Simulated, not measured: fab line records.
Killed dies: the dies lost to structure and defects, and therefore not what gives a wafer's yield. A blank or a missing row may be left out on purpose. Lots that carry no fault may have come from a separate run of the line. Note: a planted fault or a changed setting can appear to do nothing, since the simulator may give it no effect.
fab line records	flow n5-finfet
record lots=4	wafers=12	last-day=16
route steps=1938 shown FIN_CUT@178 STI_FIN_REVEAL@183 DUMMY_GATE@212 BEOL_M4@1111 PASSIVATION@1936
lots that met no fault: from a run of the same line without faults
start-h: start of the lot's first displayed wafer, in hours after the record's first day	wait-h: how many hours have passed since the lot's step before this one	" identical to the entry in the row above	L1.1+2: a row that stands for several wafers	- no value, or no start was given	* or withheld: withheld	< > ~ a bound
route shown NAME@n: NAME is a module with steps in the file, n the number in the route of the first one	usual: the fault-free wafers' mean and standard deviation	same: alike in all rows	chamber/n: place in a boat	sites: the reading at each site	_std_site: standard deviation across them	_edge_site: outer sites' mean less inner sites'	radius-mm: how far each site lies from the wafer's centre	mask NAME#n: copy n	behind: the tool/chamber that last shaped the wafer	hold: reason for holding the lot/hours on hold/outcome of the hold	device: the n, p or np transistor that did not switch	end of line: the route-end tests of the same wafers	a step without rows: its recipe alone	killed: dies lost to structure and defects at the first sort, not the wafer's yield	map: shows each die of a wafer: x if killed, . if not, _ if none is there
set.NAME: the run value of the setting; set.NAME@STEP: its run value at that earlier step	model.NAME: the simulator's own value behind a step, which no gauge read
certain route steps with their lots: each step a table, each wafer a row
services: a tool's chamber out of use, with start hour (start-h, from the record's first day; less than 0 if before it), hours out, and reason
## steps
# step N5_FIN_CUT_STRIP_22
# recipe chemistry=N2/H2	power-w=500	temp-c=40	pressure-mtorr=50	rf-frequency-hz=6e+07	overash-fraction=0.3	bias-power-w=8	h2-frac=0.5	n2-flow-sccm=300	h2-flow-sccm=300
# step N5_FIN_CUT_PRECLEAN_36
# recipe chemistry=O3/DIW	time-s=60	temp-c=22	o3-ppm=10
# step N5_FIN_CUT_SRD_32
# recipe dry=ipa-marangoni	time-s=30	temp-c=23	rinse-liquid=diw
# step N5_FIN_CUT_UV_OZONE_34
# recipe time-s=120	pressure-torr=760	temp-c=25
# step N5_STI_FIN_REVEAL_ALD_00
# recipe material=SiO2	target-thk-a=10	temp-c=300	ald-precursor-family=BDEAS	ald-co-reactant=O2-plasma	pulse-time-s=1	pressure-torr=2
# step N5_STI_FIN_REVEAL_ALD_14
# recipe material=Si3N4	target-thk-a=30	temp-c=400	ald-precursor-family=SiH2I2	ald-co-reactant=N2/H2-plasma	pressure-torr=2
# step N5_STI_FIN_REVEAL_FCVD_FILL_01
# recipe material=SiO2_flowable	target-thk-a=3120	temp-c=100	pressure-torr=0.8	rf-w=2000	time-s=512.2
# step N5_STI_FIN_REVEAL_DENSIFY_02
# recipe temp-c=650	ambient=steam	time-s=1800	idle-temp-c=400	densification-p-h2o-torr=640
# step N5_STI_FIN_REVEAL_CMP_04
# recipe stop-on=Si3N4	t-overpolish-s=4	down-force-psi=2	platen-rpm=54.18	post-cmp-clean=alkaline-brush	pad-velocity-m-s=1.078	target-thk-nm=131.83
# step N5_STI_FIN_REVEAL_DENSIFY_30
# recipe temp-c=*	time-s=*	ambient=N2	idle-temp-c=600	ramp-up-c-per-s=150	ramp-down-c-per-s=60	cool-to-c=600
# step N5_STI_FIN_REVEAL_ETCHBACK_08
# recipe chemistry=C4F6/O2	target=SiO2	target-depth-a=305	time-s=10.167	ion-energy-ev=250	pressure-mtorr=30	source-w=345	bias-w=185	Ar_flow_sccm=300	C4F6_flow_sccm=10	O2_flow_sccm=10
# usual C4F6_flow_sccm=9.999/0.028	drypump-motor-current-A=5.7/0.48	mfc-ar-sccm=300.0/0.89	oes_ar_750_au=0.80/0.06	oes-product-au=0.80/0.063	rf-vpp-V=662/15	showerhead-plenum-p-Torr=2.91/0.051	throttle-valve-pct=21.21/0.27
lot.wafer	tool	chamber	start-h	wait-h	C4F6_flow_sccm	drypump-motor-current-A	mfc-ar-sccm	oes_ar_750_au	oes-product-au	rf-hours-counter-h	rf-vpp-V	showerhead-plenum-p-Torr	throttle-valve-pct
L743.3	rie-diel-02	0	70.65	0.1	9.962	6.5	300.0	0.92	0.92	24	658	3.00	21.06
L743.5	"	0	"	"	9.959	6.5	300.2	0.91	0.93	-	659	3.00	21.08
L743.6	"	1	"	"	10.040	6.3	299.8	0.73	0.73	-	660	2.83	20.97
L754.3	rie-diel-02	3	136.75	0.1	10.016	5.9	301.4	0.79	0.70	109	634	2.86	21.41
L754.4	"	0	"	"	10.001	6.5	300.1	0.88	0.80	44	659	2.99	21.04
L754.5	"	0	"	"	10.018	6.5	300.9	0.88	0.79	-	660	2.99	21.05
L756.1	rie-diel-02	0	151.32	0.3	9.994	6.5	300.0	0.86	0.79	48	658	2.99	21.04
L756.3	"	1	"	"	10.025	6.3	299.9	0.71	0.65	218	658	2.82	20.94
L756.6	"	2	"	"	9.998	5.1	298.7	0.73	0.65	-	651	2.86	21.64
L759.1	rie-diel-06	1	167.90	0.7	9.979	5.7	300.2	0.71	0.71	200	658	2.92	21.19
L759.3	"	0	"	"	10.056	6.4	300.7	0.71	0.71	197	644	2.82	21.52
L759.6	"	2	"	"	9.967	5.5	299.0	0.78	0.78	-	645	2.87	21.08
# step N5_STI_FIN_REVEAL_STRIP_24
# recipe chemistry=N2/H2	time-s=90	power-w=100	temp-c=40	pressure-mtorr=100	rf-frequency-hz=6e+07	bias-power-w=3	n2-flow-sccm=300	h2-flow-sccm=300
# step N5_STI_FIN_REVEAL_PRECLEAN_25
# recipe chemistry=SPM	time-s=90	temp-c=120	mix=4:1
# step N5_STI_FIN_REVEAL_PRECLEAN_26
# recipe chemistry=SC1	time-s=45	temp-c=46	mix=1:2:100
# step N5_STI_FIN_REVEAL_PRECLEAN_29
# recipe chemistry=DHF	time-s=30	temp-c=25	dilution=300:1
# step N5_STI_FIN_REVEAL_SRD_12
# recipe time-s=30	temp-c=23	rinse-liquid=diw	dry=ipa-marangoni
# step N5_STI_FIN_REVEAL_RECESS_09
# recipe chemistry=HF/NH3	target=SiO2	afs-cycles=11	target-depth-a=425	temp-c=30	sublimation-temp-c=180	sublimation-time-s=60
# step N5_STI_FIN_REVEAL_STRIP_16
# recipe chemistry=H3PO4	material=SiNx	temp-c=165	target-depth-a=238	overetch-fraction=0.4964	dry=ipa-marangoni
# step N5_STI_FIN_REVEAL_PRECLEAN_17
# recipe chemistry=NF3:NH3	afs-cycles=1	temp-c=30	time-s=20	sublimation-temp-c=180	sublimation-time-s=60	pressure-torr=3	rf-power-w=30
# step N5_STI_FIN_REVEAL_ETCH_34
# recipe chemistry=H2	mode=isotropic	material=Si	target=Si	target-depth-a=9.7	temp-c=20	pressure-mtorr=4.5	icp-w=300	bias-w=0	h2-flow-sccm=7.5	he-flow-sccm=142.5
# step N5_STI_FIN_REVEAL_OXIDATION_31
# recipe chemistry=O2_PLASMA_REMOTE	temp-c=150	time-s=20	pressure-mtorr=1000	source-power-w=2000	o2-flow-sccm=3000
# step N5_STI_FIN_REVEAL_PRECLEAN_32
# recipe chemistry=NF3:NH3	afs-cycles=1	temp-c=30	time-s=20	sublimation-temp-c=180	sublimation-time-s=60	pressure-torr=3	rf-power-w=30
# step N5_STI_FIN_REVEAL_STRIP_35
# recipe chemistry=H3PO4	material=Si3N4	temp-c=165	target-depth-a=40	time-s=39
# step N5_STI_FIN_REVEAL_SRD_21
# recipe dry=ipa-marangoni	time-s=30	temp-c=23	rinse-liquid=diw
# step N5_STI_FIN_REVEAL_OXIDATION_33
# recipe chemistry=O2_PLASMA_REMOTE	temp-c=150	time-s=20	pressure-mtorr=1000	source-power-w=2000	o2-flow-sccm=3000
# step N5_STI_FIN_REVEAL_CLEAN_19
# recipe chemistry=O3/DIW	temp-c=25	time-s=120	o3-ppm=10
# step N5_STI_FIN_REVEAL_SRD_23
# recipe dry=ipa-marangoni	time-s=30	temp-c=23	rinse-liquid=diw
# step N5_STI_FIN_REVEAL_FIN_H_MEAS_10
# usual trench-depth-nm=52.2/0.64
lot.wafer	tool	chamber	start-h	wait-h	trench-depth-nm
L743.3	ocd-02	-	73.74	0.0	53.2
L743.5	"	-	"	"	52.9
L743.6	"	-	"	"	52.1
L754.3	ocd-02	-	139.70	0.0	48.3
L754.4	"	-	"	"	47.7
L754.5	"	-	"	"	47.6
L756.1	ocd-01	-	154.28	0.0	48.7
L756.3	"	-	"	"	47.3
L756.6	"	-	"	"	47.3
L759.1	ocd-02	-	170.86	0.0	52.8
L759.3	"	-	"	"	52.6
L759.6	"	-	"	"	52.2
# step N5_STI_FIN_REVEAL_PRECLEAN_18
# recipe chemistry=SC2	time-s=45	temp-c=35	mix=1:1:50
# step N5_STI_FIN_REVEAL_SRD_28
# recipe dry=ipa-marangoni	time-s=30	temp-c=23	rinse-liquid=diw
# step N5_DUMMY_GATE_PRECLEAN_00
# recipe chemistry=O3/DIW	time-s=60	temp-c=22	o3-ppm=10
# step N5_DUMMY_GATE_SRD_01
# recipe time-s=30	temp-c=23	rinse-liquid=diw	dry=ipa-marangoni
# step N5_DUMMY_GATE_ALD_02
# recipe material=SiO2	target-thk-a=20	temp-c=300	ald-precursor-family=BDEAS	ald-co-reactant=O2-plasma	pulse-time-s=1	pressure-torr=2
# step N5_DUMMY_GATE_CVD_03
# recipe material=a-Si	target-thk-a=1500	temp-c=530	precursor=SiH4	time-s=8042
# step N5_DUMMY_GATE_PRECLEAN_46
# recipe chemistry=DIW	time-s=89.5	temp-c=23
# step N5_DUMMY_GATE_SRD_47
# recipe dry-time-s=32	dry=n2-spin	spin-rpm=1500
# step N5_DUMMY_GATE_CMP_04
# recipe material=a-Si	post-cmp-clean=alkaline-brush
# step N5_BEOL_M4_RC_MEAS_101
# usual DIBL_N=35.9/1.6	DIBL_P=35.6/2.1	IOFF_N=0.149/0.029	IOFF_N_85C=2.9/0.47	IOFF_P=0.20/0.033	IOFF_P_85C=3.5/0.49	ION_N=671/11	ION_P=460/7.3	SS_N=71.4/0.62	SS_P=73.2/0.65	VT_N=251/3.1	VT_P=-251/3.4
lot.wafer	tool	chamber	start-h	wait-h	DIBL_N[mV/V]	DIBL_P[mV/V]	IOFF_N[nA/um]	IOFF_N_85C[nA/um]	IOFF_P[nA/um]	IOFF_P_85C[nA/um]	ION_N[uA/um]	ION_P[uA/um]	SS_N[mV/dec]	SS_P[mV/dec]	VT_N[mV]	VT_P[mV]
L743.3	prober-02	0	196.74	0.3	37.5	39.0	0.177	3.4	0.21	3.6	681	461	72.7	73.1	247	-252
L743.5	"	0	"	"	35.6	35.5	0.142	2.8	0.16	2.9	677	457	72.2	72.7	252	-254
L743.6	"	0	"	"	34.6	35.0	0.118	2.4	0.15	2.8	656	447	71.7	72.6	253	-259
L754.3	prober-02	0	274.11	0.3	39.1	35.3	0.235	4.4	0.19	3.4	607	417	77.4	74.0	260	-253
L754.4	"	0	"	"	43.3	37.9	0.394	6.7	0.26	4.3	618	423	80.3	75.7	256	-254
L754.5	"	0	"	"	45.6	40.6	0.538	8.7	0.34	5.4	626	438	81.7	76.2	250	-253
L756.1	prober-02	0	280.85	0.0	39.1	36.4	0.271	4.8	0.26	4.3	620	432	76.5	75.2	251	-249
L756.3	"	0	"	"	47.6	39.9	0.822	12.1	0.39	6.1	623	428	84.9	76.7	251	-249
L756.6	"	0	"	"	46.4	40.1	0.775	11.7	0.46	6.8	618	425	85.4	78.2	252	-249
L759.1	prober-02	0	300.46	0.0	39.6	38.6	0.223	4.2	0.27	4.5	694	476	72.4	74.5	242	-244
L759.3	"	0	"	"	37.8	37.6	0.195	3.7	0.25	4.2	690	467	71.7	73.5	247	-248
L759.6	"	0	"	"	37.5	37.1	0.180	3.5	0.24	4.1	675	464	71.8	73.3	246	-247
# step N5_PASSIVATION_PROBE_49
# usual defect-limited-yield=90.9/1.5	killed_at_M0_to_M3=36/9.9	killed_at_M4_up=13/4.5	killed-at-contacts=13/6.4	killed-at-front-end=42/12	killed-at-other=3.4/3	killed-dies=107/18	killed-open=69/13	killed-short=35/8.2	sort_bin_4_leakage=0/0	sort_bin_5_function=5.3/1.1	sort_bin_6_memory=3.4/0.69	sort_bin_8_speed=0.00/0.0071	sort-n-pass=1073/18	sort-yield-pct=90.9/1.5
# same gross-dies=1180	killed-at-back-side=0
lot.wafer	tool	chamber	start-h	wait-h	defect-limited-yield[%]	killed_at_M0_to_M3	killed_at_M4_up	killed-at-contacts	killed-at-front-end	killed-at-other	killed-dies	killed-open	killed-short	sort_bin_4_leakage[%]	sort_bin_5_function[%]	sort_bin_6_memory[%]	sort_bin_8_speed[%]	sort-n-pass	sort-yield-pct[%]
L743.3	prober-02	-	306.09	0.1	91.7	33	18	7	37	3	98	64	33	0	4.8	3.0	0	1082	91.7
L743.5	prober-02	-	306.19	0.2	91.4	24	12	10	51	4	101	66	33	0	5.1	3.3	0	1079	91.4
L743.6	prober-02	-	306.24	0.3	90.4	38	9	21	43	2	113	67	45	0	5.2	4.0	0	1067	90.4
L756.1	prober-01	-	376.81	0.8	87.9	50	17	9	64	3	143	95	44	0.08	7.0	4.6	34.92	624	52.9
L756.3	prober-01	-	376.91	0.9	89.2	49	16	4	58	0	127	86	38	88.81	5.8	4.5	0.25	2	0.2
L756.6	prober-01	-	377.06	1.0	89.1	32	18	15	62	2	129	81	45	88.14	6.7	3.6	0.42	6	0.5
L754.3	prober-01	-	382.25	0.1	91.0	27	12	15	47	5	106	67	36	0.08	5.7	2.9	89.75	14	1.2
L754.4	prober-01	-	382.30	0.2	93.5	20	18	10	26	3	77	50	23	20.93	3.6	2.6	45.17	323	27.4
L754.5	prober-01	-	382.35	0.2	93.1	15	11	11	27	17	81	48	29	78.81	4.1	2.4	2.88	135	11.4
L759.1	prober-02	-	394.94	0.0	90.7	39	11	21	37	2	110	79	28	0	5.9	3.1	0	1070	90.7
L759.3	prober-02	-	395.04	0.1	89.7	35	16	8	59	4	122	84	38	0	5.3	4.8	0	1058	89.7
L759.6	prober-02	-	395.19	0.3	92.7	25	9	12	36	4	86	49	36	0	3.9	3.1	0	1094	92.7
# killed by level:class
L743.3 FIN_SAQP:geometric-particle:open=10 BEOL_M0_SAQP:geometric-particle:open=9 BEOL_M0_SAQP:geometric-particle:short=8 BEOL_M4:geometric-particle:open=8 FIN_SAQP:geometric-particle:short=6 BEOL_M3:geometric-particle:open=6 MOL_CONTACT_COAG:geometric-particle:open=5 STARTING-WAFER:geometric-particle:short=5
L743.5 FIN_SAQP:geometric-particle:open=16 FIN_SAQP:geometric-particle:short=8 DUMMY_GATE:geometric-particle:open=8 MOL_CONTACT_COAG:geometric-particle:open=8 BEOL_M3:geometric-particle:open=5 STI_FIN_REVEAL:geometric-particle:open=5 BEOL_M0_SAQP:geometric-particle:short=5 GATE_CUT:geometric-particle:short=4
L743.6 MOL_CONTACT_COAG:geometric-particle:open=15 BEOL_M0_SAQP:geometric-particle:short=15 FIN_SAQP:geometric-particle:open=14 FIN_SAQP:geometric-particle:short=12 BEOL_M3:geometric-particle:open=8 BEOL_M0_SAQP:geometric-particle:open=7 MOL_CONTACT_COAG:geometric-particle:short=6 BEOL_M4:geometric-particle:open=5
L756.1 FIN_SAQP:geometric-particle:open=20 GATE_CUT:geometric-particle:short=15 STI_FIN_REVEAL:geometric-particle:open=13 BEOL_M2:geometric-particle:open=11 BEOL_M1:geometric-particle:open=8 BEOL_M4:geometric-particle:open=8 BEOL_M3:geometric-particle:open=8 BEOL_M0:geometric-particle:open=7
L756.3 STI_FIN_REVEAL:geometric-particle:open=18 BEOL_M3:geometric-particle:open=15 BEOL_M2:geometric-particle:open=11 FIN_SAQP:geometric-particle:open=8 GATE_CUT:geometric-particle:short=7 BEOL_M4:geometric-particle:open=7 FIN_SAQP:geometric-particle:short=6 STARTING-WAFER:geometric-particle:open=5
L756.6 FIN_SAQP:geometric-particle:open=17 MOL_CONTACT_COAG:geometric-particle:open=11 BEOL_M5:geometric-particle:open=9 FIN_SAQP:geometric-particle:short=8 DUMMY_GATE:geometric-particle:open=7 STI_FIN_REVEAL:geometric-particle:open=5 GATE_CUT:geometric-particle:short=5 BEOL_M2:geometric-particle:open=5
L754.3 MOL_CONTACT_COAG:geometric-particle:open=13 FIN_SAQP:geometric-particle:short=9 FIN_SAQP:geometric-particle:open=9 DUMMY_GATE:geometric-particle:open=8 BEOL_M3:geometric-particle:open=8 BEOL_M1:geometric-particle:open=7 STARTING-WAFER:geometric-particle:short=5 BEOL_M0_SAQP:geometric-particle:open=5
L754.4 MOL_CONTACT_COAG:geometric-particle:open=10 BEOL_M4:geometric-particle:open=8 BEOL_M0_SAQP:geometric-particle:short=6 BEOL_M1:geometric-particle:open=5 STARTING-WAFER:geometric-particle:open=5 FIN_SAQP:geometric-particle:short=4 FIN_SAQP:geometric-particle:open=4 STARTING-WAFER:geometric-particle:short=4
L754.5 MOL_CONTACT_COAG:geometric-particle:open=6 BEOL_M4:geometric-particle:open=5 FIN_SAQP:geometric-particle:short=4 GATE_CUT:geometric-particle:open=4 MOL_CONTACT_COAG:geometric-particle:short=4 BEOL_M0_SAQP:geometric-particle:open=4 BEOL_M1:geometric-particle:open=4 PAD_METAL:geometric-particle:short=4
L759.1 MOL_CONTACT_COAG:geometric-particle:open=19 BEOL_M1:geometric-particle:open=10 BEOL_M3:geometric-particle:open=9 FIN_SAQP:geometric-particle:open=7 DUMMY_GATE:geometric-particle:open=7 BEOL_M0_SAQP:geometric-particle:short=6 GATE_CUT:geometric-particle:short=5 STARTING-WAFER:geometric-particle:open=5
L759.3 FIN_SAQP:geometric-particle:open=18 FIN_SAQP:geometric-particle:short=12 BEOL_M3:geometric-particle:open=11 BEOL_M2:geometric-particle:open=10 STI_FIN_REVEAL:geometric-particle:open=8 BEOL_M4:geometric-particle:open=8 MOL_CONTACT_COAG:geometric-particle:open=7 ILD0:geometric-particle:open=4
L759.6 MOL_CONTACT_COAG:geometric-particle:open=9 FIN_SAQP:geometric-particle:short=6 STI_FIN_REVEAL:geometric-particle:open=6 BEOL_M2:geometric-particle:open=6 BEOL_M0_SAQP:geometric-particle:short=6 FIN_SAQP:geometric-particle:open=5 ILD0:geometric-particle:short=4 BEOL_M1:geometric-particle:open=4
# map L754.3 (x killed, . not)
_________________x...........________________
______________......x..xx...x..._____________
___________.....x......x...........__________
__________.........................._________
________......x.................x....._______
_______..x.........................x..x______
______.....x......x....................._____
_____..x.x...................x...........____
____.................x.............x......___
___..............................x....x....__
___.....x.............x.............x.x.x..__
__..........x..........x..................x._
__.x.x........................x.........x..._
_x......x.....x..x.............x..........x..
_x.........xx....x..xx......x....x.......xx..
_.........x..................................
_xx..x..........x............................
_.........x.....x.......x........x.......x...
_x...........x..........x......x..x......x..x
_.......x.................xx.................
_x....x.x.............x......................
__..............xxx.........x..............._
__.........xx............x.................._
___...........x........................x...__
___..............x.............x...........__
____...........................xx.........___
_____.x.................x................____
______........x.......x.xx...........x.._____
_______x............x..x..........x....______
________.......x.....x................_______
__________.........x...x............_________
___________....x.......x..x........__________
______________...........x..x..._____________
_________________............________________
# map L756.1 (x killed, . not)
_________________............________________
______________......xx......xx.._____________
___________.x..............x.......__________
__________...................xx....._________
________.x..x....x.x...............x.._______
_______.......x...............x........______
______......x.x...............x..x......_____
_____...x................x.x...x...x.....____
____.x..xx...........................xx...___
___x.....x.......x...........x.............__
___.......x...................x.....x.x...x__
__...x.....xx.x...x.......x................x_
__.....x......x.x...x.x........x.xx........._
_..............x...............x.x...x.....x.
_.......x..x.............x........xx.........
_......x...x...................x...x.........
_..x.....x......x..................x.......x.
_...........xx..x.......x.....xxx...x........
_............x...x.......x.......x..x.xx.....
_...............................x....x.......
_xx...x...x......x.............x.......x.....
__......x..x.......x....x.......x....x......_
__..................................x.x..x.._
___.....xx.......x....xx.....x.......x..x..__
___....x....................x..............__
____..............x.........x.........x...___
_____....x........x..x...xx.............x____
______.x.............x..x.x....x........_____
_______......xx....x..x...............x______
________...x.x....x.........x........._______
__________..............x......xx..._________
___________........................__________
______________....x............._____________
_________________........x...________________
## services
tool	chamber	start-h	hours	kind
rie-diel-02	0	64.99	3.1	repair
rie-diel-06	3	91.74	2.4	repair
rie-diel-02	-	156.72	16.8	repair
rie-diel-06	1	161.09	4.9	repair
## key
first-sign step=N5_STI_FIN_REVEAL_FIN_H_MEAS_10	reading=trench-depth-nm	direction=down	sigmas=6.8	usual=52.2	struck=47.8
effect step=N5_BEOL_M4_RC_MEAS_101	reading=SS_N	direction=up	sigmas=16	usual=71.4	struck=81.0
effect step=N5_BEOL_M4_RC_MEAS_101	reading=IOFF_N	direction=up	sigmas=12	usual=0.149	struck=0.506
effect step=N5_BEOL_M4_RC_MEAS_101	reading=IOFF_N_85C	direction=up	sigmas=11	usual=2.9	struck=8.1
effect step=N5_BEOL_M4_RC_MEAS_101	reading=DIBL_N	direction=up	sigmas=4.8	usual=35.9	struck=43.5
effect step=N5_BEOL_M4_RC_MEAS_101	reading=ION_N	direction=down	sigmas=4.7	usual=671	struck=619
effect step=N5_BEOL_M4_RC_MEAS_101	reading=ION_P	direction=down	sigmas=4.6	usual=460	struck=427
effect step=N5_BEOL_M4_RC_MEAS_101	reading=SS_P	direction=up	sigmas=4.2	usual=73.2	struck=76.0
effect step=N5_BEOL_M4_RC_MEAS_101	reading=IOFF_P	direction=up	sigmas=3.5	usual=0.20	struck=0.32	wafers-moved=5
effect step=N5_BEOL_M4_RC_MEAS_101	reading=IOFF_P_85C	direction=up	sigmas=3.2	usual=3.5	struck=5.0	wafers-moved=5
effect step=N5_PASSIVATION_PROBE_49	reading=sort_bin_4_leakage	direction=up	sigmas=99+	usual=0	struck=46.14	wafers-moved=4
met-at N5_STI_FIN_REVEAL_ETCHBACK_08
struck-wafers L754.3,L754.4,L754.5,L756.1,L756.3,L756.6
onset-between 70.65 136.75
fault kind=process-parameter-drift	tool=rie-diel-02	chamber=-	onset-h=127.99	steps=N5_STI_FIN_REVEAL_ETCHBACK_08	channel=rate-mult	offset=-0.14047	shape=step	end-h=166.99
